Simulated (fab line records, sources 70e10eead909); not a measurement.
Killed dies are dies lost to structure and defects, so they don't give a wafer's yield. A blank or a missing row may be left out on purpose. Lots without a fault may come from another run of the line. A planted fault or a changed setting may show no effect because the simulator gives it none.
Problem report in the 8D (eight disciplines) form, filled by code | flow nand_harc | the parts of the form that need people (team, actions taken, sign-off) are left out

1. THE PROBLEM
killed_at_periphery at NHARC_END_SORT_01 reads a mean of 51.1 on 9 wafers of 3 lots; wafers without a fault read 3.6 with a standard deviation of 2.8. That is +17 standard deviations from the usual mean.
First seen on wafer L608.1, day 22 08:22, on prober-01. The record holds 9 wafers of 3 lots with a number at this step. Rule for "out", or "out of limits": more than 4 standard deviations from the usual mean. The other wafers with a number count as sound.

2. WHAT IT IS AND WHAT IT IS NOT
question                    | is                     | is not
which readings at this step | killed_at_periphery    | killed_at_array, killed_at_other, killed_open, killed_short
which lots                  | L608, L609, L611       | -
which wafers of those lots  | all that have a number | -
read on which gauges        | prober-01, prober-02   | -
when                        | from day 22 08:22      | up to then (0 sound wafers)

3. SUSPECTS, AND WHAT RULES EACH OUT
Counting: a tool at a process step up to the reading stays a suspect if it ran every lot that is out and no sound lot after the first of them.
- the gauge at NHARC_END_SORT_01: ruled out. The wafers that are out were read on 2 gauges (prober-01, prober-02).
- rie_diel-03 at NHARC_P_BONDPAD_ETCH_24 (etches the open film in CF4/N2, target depth 30 nm, time 72.99 s): kept. It ran every lot that is out, first L608 (day 9 18:43), and no sound lot after that.
- rtp_anneal-02 at NHARC_A_M1_ANNEAL_31 (time 90 s): kept. It ran every lot that is out, first L608 (day 20 19:50), and no sound lot after that.
Left after counting: rie_diel-03 at NHARC_P_BONDPAD_ETCH_24, rtp_anneal-02 at NHARC_A_M1_ANNEAL_31.

4. THE CAUSE (what the simulator had put in)
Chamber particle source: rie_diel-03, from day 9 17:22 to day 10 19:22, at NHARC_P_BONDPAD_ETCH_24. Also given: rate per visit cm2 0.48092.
Counting left 2 suspects, and this tool is among them.

5. THE CHAIN OF EFFECTS, in route order
Each row: a reading whose mean over the struck wafers that have a number lies more than 3 standard deviations from the usual. Only readings for which the record gives a usual standard deviation are gone through. hours: the time from each lot's start at the first step in this table that gives one to its start at this step, as a median over the lots. sigmas: the change in usual standard deviations.
hours | step              | reading              | usual  | on struck wafers | change | sigmas
0     | NHARC_END_SORT_01 | defect_limited_yield | 95.5 % | 88.4             | -7.1   | -5.1
0     | NHARC_END_SORT_01 | killed_at_periphery  | 3.6    | 51.1             | +47.5  | +17
0     | NHARC_END_SORT_01 | killed_dies          | 30     | 79               | +49    | +5.3
0     | NHARC_END_SORT_01 | sort_bin_2_pct       | 1.4 %  | 4.5              | +3.1   | +5.2
0     | NHARC_END_SORT_01 | sort_bin_3_pct       | 0.23 % | 1.89             | +1.66  | +9.8
0     | NHARC_END_SORT_01 | sort_n_pass          | 647    | 598              | -49    | -5.3
0     | NHARC_END_SORT_01 | sort_rim_yield_pct   | 95.9 % | 88.4             | -7.5   | -3.6
0     | NHARC_END_SORT_01 | sort_yield_pct       | 95.5 % | 88.4             | -7.1   | -5.1

6. WHAT WOULD HAVE CAUGHT IT SOONER
In this record the first reading out of limits at a measuring or inspecting step was taken at day 22 08:22, 303 hours after the fault began at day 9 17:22.
Of the tool readings at NHARC_P_BONDPAD_ETCH_24 for which the record gives a usual standard deviation, none was out on any struck wafer, so an alarm limit of 4 standard deviations on them would not have fired.
All the lots that are out (3) had begun NHARC_P_BONDPAD_ETCH_24 on rie_diel-03 by day 22 08:22. A hold on the tool at that time would have spared none of them.
